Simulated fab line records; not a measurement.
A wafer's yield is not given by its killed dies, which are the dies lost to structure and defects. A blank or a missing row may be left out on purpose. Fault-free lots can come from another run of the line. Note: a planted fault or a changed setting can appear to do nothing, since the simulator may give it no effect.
Which tool was responsible? | flow n5-finfet | 10 lots, 30 wafers sampled, at 1 step of a route of 1938

== WHAT THE GAUGES SHOWED, per wafer ==
N5_BEOL_M10_INSPECT_30: inspects for defects (brightfield).
lot  | measured     | on                | raw-defect-count
L506 | day 10 00:46 | defect-inspect-02 | 517 425 548
L507 | day 10 03:07 | defect-inspect-02 | 352 392 271
L514 | day 12 06:56 | defect-inspect-01 | 317 455 413
L516 | day 12 22:11 | defect-inspect-02 | 343 377 391
L521 | day 13 16:58 | defect-inspect-02 | 385 308 410
L520 | day 13 17:08 | defect-inspect-02 | 321 510 380
L523 | day 14 02:56 | defect-inspect-01 | 430 499 407
L528 | day 15 12:31 | defect-inspect-02 | 432 486 492
L525 | day 15 12:52 | defect-inspect-01 | 326 506 393
L527 | day 15 14:59 | defect-inspect-02 | 447 474 394

== TOOL THAT RAN EACH LOT (tool first, then ch and the chambers of the sampled wafers, then the start) ==
Record: no process step prior to these readings.

== THE ANSWER, worked out from the rows above alone ==
Rule: usual is defined by the lots themselves. The widest of any qualifying gaps counts: lots, ordered by their means at a reading, are off when they make up no more than a third of the lots, leave a main group of 4 or more, and stand apart from it by 3 or more times the standard deviation of that group's means. Not used: any main group whose means are identical at the precision the tables above print for the reading. Also off: a lot with no number at a reading for which 4 or more lots have one. Where the step has rows for the other lots, those lots are counted as sound.
Across all readings shown, no lot is off: no conclusion can be drawn from this.

== WHAT WAS PUT IN BY THE SIMULATOR ==
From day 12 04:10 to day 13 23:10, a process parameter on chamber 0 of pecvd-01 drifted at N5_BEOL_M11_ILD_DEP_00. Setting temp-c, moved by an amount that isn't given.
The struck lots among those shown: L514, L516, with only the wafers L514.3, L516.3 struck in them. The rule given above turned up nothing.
